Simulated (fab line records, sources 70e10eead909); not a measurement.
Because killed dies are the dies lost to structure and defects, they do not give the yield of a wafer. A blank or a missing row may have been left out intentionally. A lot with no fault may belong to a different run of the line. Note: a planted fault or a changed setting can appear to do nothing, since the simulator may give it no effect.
Chamber matching / flow nand-harc / NHARC_A_CHANNEL_FILL_D1_ALD_02 on ald-hk-04 has 4 sister chambers
The step deposits SiO2, target thk 6 nm, pulse time 10 s, ald cycles 60. 4 wafers are shown with their chamber, then 10 later ones without.

## EACH WAFER AND ITS CHAMBER
wafer=L084.5; chamber=0; heater-power-w (W)=407
wafer=L084.6; chamber=1; heater-power-w (W)=412
wafer=L086.2; chamber=2; heater-power-w (W)=403
wafer=L086.5; chamber=3; heater-power-w (W)=495

## WAFERS MISSING THEIR CHAMBER
wafer=L086.6; heater-power-w (W)=412
wafer=L089.1; heater-power-w (W)=408
wafer=L089.2; heater-power-w (W)=399
wafer=L089.5; heater-power-w (W)=392
wafer=L090.3; heater-power-w (W)=491
wafer=L090.4; heater-power-w (W)=411
wafer=L090.6; heater-power-w (W)=406
wafer=L097.1; heater-power-w (W)=500
wafer=L097.3; heater-power-w (W)=416
wafer=L097.6; heater-power-w (W)=496

## WHICH CHAMBER EACH WENT THROUGH
wafer=L086.6; from the rows above=can't be placed: 1 or 0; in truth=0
wafer=L089.1; from the rows above=can't be placed: 0 or 1 or 2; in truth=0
wafer=L089.2; from the rows above=can't be placed: 2 or 0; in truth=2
wafer=L089.5; from the rows above=can't be placed: 2 or 0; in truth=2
wafer=L090.3; from the rows above=3; in truth=3
wafer=L090.4; from the rows above=can't be placed: 1 or 0 or 2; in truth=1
wafer=L090.6; from the rows above=can't be placed: 0 or 2 or 1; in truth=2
wafer=L097.1; from the rows above=3; in truth=3
wafer=L097.3; from the rows above=can't be placed: 1 or 0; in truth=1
wafer=L097.6; from the rows above=3; in truth=3
Correctly placed: 3 of 10. Can't be placed from these rows: 7 (the true chamber is among the candidates in 7). Wrongly placed: 0.
How it was worked out, from the rows above alone: a wafer's distance from a chamber is the root of the sum, over the readings, of the square of ((its reading less the chamber's mean) divided by the reading's scatter). The wafer belongs to the nearest chamber; if the next one is less than 2 further off, it can't be placed. The mean given for a chamber averages the wafers shown for that chamber. The scatter: root of mean squared gap, hidden wafer to nearest shown wafer, with one shown wafer a chamber.
